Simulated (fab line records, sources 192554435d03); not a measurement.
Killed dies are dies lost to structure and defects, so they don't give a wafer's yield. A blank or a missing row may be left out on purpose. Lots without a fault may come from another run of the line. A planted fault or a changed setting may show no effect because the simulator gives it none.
Split-lot experiment | flow n5_finfet | 7 lots, 39 wafers read, on a route of 1938 steps

THE SPLIT
At N5_SD_EPI_P_EXPOSE_06 (exposes mask SD P BLK, target cd 240 nm), the setting dose_mj was moved away from the recipe's 39.5 on 15 of the 39 wafers read, by -4.8% to +3.9%. The other wafers ran this setting at the recipe's value.

FROM THE SPLIT TO THE READING: what the file shows between them, 2 steps
- N5_SD_EPI_P_PEB_07: peb time 60 s
- N5_SD_EPI_P_DEVELOP_08: develop time 30 s

THE READING
cd_nm, in nm, at N5_SD_EPI_P_CD_MEAS_09 (target cd 240 nm). Fault-free wafers of this fab line usually give 240.3 nm, standard deviation 0.76 nm.

wafer  | tool, chamber at the split | dose_mj as run | against the recipe | cd_nm, nm | against lot-mates on the recipe
L079.1 | arfi_scanner-03, 0         | 39.5           | recipe             | 240.5     | -
L079.2 | arfi_scanner-03, 0         | 39.5           | recipe             | 239.6     | -
L079.3 | arfi_scanner-03, 0         | 39.5           | recipe             | 239.1     | -
L080.1 | arfi_scanner-01, 0         | 39.5           | recipe             | 239.0     | -
L080.2 | arfi_scanner-01, 0         | 40.86          | +3.4%              | 241.6     | +2.5
L080.3 | arfi_scanner-01, 0         | 39.5           | recipe             | 238.8     | -
L080.4 | arfi_scanner-01, 0         | 39.5           | recipe             | 239.4     | -
L080.5 | arfi_scanner-01, 0         | 40.86          | +3.4%              | 242.1     | +3.0
L080.6 | arfi_scanner-01, 0         | 40.86          | +3.4%              | 240.5     | +1.4
L081.1 | arfi_scanner-03, 0         | 39.5           | recipe             | 240.5     | -
L081.2 | arfi_scanner-03, 0         | 39.5           | recipe             | 241.5     | -
L081.3 | arfi_scanner-03, 0         | 41.05          | +3.9%              | 242.6     | +1.6
L081.4 | arfi_scanner-03, 0         | 39.5           | recipe             | 241.1     | -
L081.5 | arfi_scanner-03, 0         | 41.05          | +3.9%              | 243.0     | +2.0
L081.6 | arfi_scanner-03, 0         | 41.05          | +3.9%              | 241.1     | +0.1
L084.1 | arfi_scanner-02, 0         | 39.5           | recipe             | 240.7     | -
L084.2 | arfi_scanner-02, 0         | 39.5           | recipe             | 239.7     | -
L084.3 | arfi_scanner-02, 0         | 40.89          | +3.5%              | 243.1     | +3.3
L084.4 | arfi_scanner-02, 0         | 39.5           | recipe             | 238.9     | -
L084.5 | arfi_scanner-02, 0         | 40.89          | +3.5%              | 242.6     | +2.8
L084.6 | arfi_scanner-02, 0         | 40.89          | +3.5%              | 242.9     | +3.1
L087.1 | arfi_scanner-03, 0         | 38.42          | -2.7%              | 238.0     | -3.0
L087.2 | arfi_scanner-03, 0         | 38.42          | -2.7%              | 238.8     | -2.2
L087.3 | arfi_scanner-03, 0         | 39.5           | recipe             | 240.9     | -
L087.4 | arfi_scanner-03, 0         | 38.42          | -2.7%              | 239.1     | -1.9
L087.5 | arfi_scanner-03, 0         | 39.5           | recipe             | 241.2     | -
L087.6 | arfi_scanner-03, 0         | 39.5           | recipe             | 240.9     | -
L090.1 | arfi_scanner-02, 0         | 39.5           | recipe             | 240.4     | -
L090.2 | arfi_scanner-02, 0         | 39.5           | recipe             | 241.6     | -
L090.3 | arfi_scanner-02, 0         | 39.5           | recipe             | 242.1     | -
L090.4 | arfi_scanner-02, 0         | 39.5           | recipe             | 240.5     | -
L090.5 | arfi_scanner-02, 0         | 39.5           | recipe             | 241.8     | -
L090.6 | arfi_scanner-02, 0         | 39.5           | recipe             | 240.9     | -
L094.1 | arfi_scanner-03, 0         | 39.5           | recipe             | 239.7     | -
L094.2 | arfi_scanner-03, 0         | 39.5           | recipe             | 239.4     | -
L094.3 | arfi_scanner-03, 0         | 37.59          | -4.8%              | 236.2     | -3.2
L094.4 | arfi_scanner-03, 0         | 39.5           | recipe             | 239.2     | -
L094.5 | arfi_scanner-03, 0         | 37.59          | -4.8%              | 236.5     | -2.9
L094.6 | arfi_scanner-03, 0         | 37.59          | -4.8%              | 236.6     | -2.8

THE FIT
A straight line over all 39 wafers: cd_nm changes by +0.626 nm for each +1% of dose_mj; r = +0.84; the points scatter about the line by 0.94 nm.
The same after taking each lot's own level away (the mean of its wafers on the recipe; 39 wafers): +0.636 nm for each +1%; r = +0.91; scatter 0.71 nm.
On that fit, the largest move of dose_mj shifts the reading by 3.1 nm.
The lots' own levels span 239.07 to 241.22 nm, that is 2.8 times the standard deviation above.
So the lot-to-lot level changes the slope little: the two slopes agree.
Check: with one of the wafers moved furthest among these (-4.8%) left out of the fit, the line predicts -3.12 nm for it against its lot-mates. It came out at -3.23 nm against them.

OTHER SPLITS ON THESE WAFERS
These wafers also went through other splits before the reading. Each is held against what the fit with the lots' levels taken away leaves over:
other split on the same wafers       | wafers away from the commonest value | r with cd_nm (lot level and that fit taken away)
N5_FIN_SAQP_ETCH_65 time_s           | 9                                    | -0.20
N5_DUMMY_GATE_ETCH_37 source_w       | 15                                   | +0.13
N5_DUMMY_GATE_ETCH_31 target_depth_a | 9                                    | -0.15
N5_DUMMY_GATE_ETCH_32 time_s         | 18                                   | +0.08

THE WHOLE CHAIN: every reading that the file lists as answering this split, in the file's order
step                   | what it does                                           | reading                                                         | change (the file's fit)               | r (the file's)
N5_SD_EPI_P_CD_MEAS_09 | target cd 240 nm                                       | cd_nm                                                           | +0.634 nm for each +1% of the setting | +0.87
N5_SD_EPI_P_DESCUM_14  | chemistry O2, time 7.9 s                               | SD_EPI_P.cd_nm (the simulator's own value, which no gauge read) | +0.627 nm for each +1% of the setting | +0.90
N5_SD_EPI_P_ETCH_36    | etches SiARC in CF4, target depth 45.5 nm, time 75.8 s | SD_EPI_P.cd_nm (the simulator's own value, which no gauge read) | +0.617 nm for each +1% of the setting | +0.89

THE FILE'S OWN FIT
cd_nm changes by +0.634 nm for each +1% of dose_mj, r = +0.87.
